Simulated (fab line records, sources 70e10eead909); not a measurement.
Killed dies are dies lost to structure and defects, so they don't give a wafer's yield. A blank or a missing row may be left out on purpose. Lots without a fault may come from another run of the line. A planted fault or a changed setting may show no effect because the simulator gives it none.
Chamber matching | flow nand_harc | NHARC_A_STAIRCASE_DEP_151 on pecvd-03: 3 sister chambers
The step deposits SiO2, target thk 3800 nm. 3 wafers are shown with their chamber, then 8 later ones without.

WAFERS WITH THEIR CHAMBER
wafer  | chamber | heater_power_w (W)
L090.5 | 1       | 599
L090.6 | 2       | 544
L092.4 | 0       | 508

WAFERS WITHOUT THEIR CHAMBER
wafer  | heater_power_w (W)
L092.5 | 583
L092.6 | 543
L094.1 | 581
L094.2 | 615
L094.6 | 502
L096.2 | 643
L096.3 | 609
L096.6 | 521

WHICH CHAMBER EACH WENT THROUGH
wafer  | from the rows above     | in truth
L092.5 | can't be placed: 1 or 2 | 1
L092.6 | can't be placed: 2 or 0 | 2
L094.1 | can't be placed: 1 or 2 | 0
L094.2 | 1                       | 1
L094.6 | can't be placed: 0 or 2 | 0
L096.2 | 1                       | 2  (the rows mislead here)
L096.3 | 1                       | 1
L096.6 | can't be placed: 0 or 2 | 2
Placed correctly: 2 of 8. Can't be placed from these rows: 5 (the true chamber is among the candidates in 4). Placed wrongly: 1.
How it was worked out, from the rows above alone: a wafer's distance from a chamber is the root of the sum, over the readings, of the square of ((its reading less the chamber's mean) divided by the reading's scatter). The wafer belongs to the nearest chamber; if the next one is less than 2 further off, it can't be placed. A chamber's mean is the mean of its shown wafers. The scatter: with one shown wafer a chamber, the root of the mean of the squares of how far each hidden wafer lies from its nearest shown one.
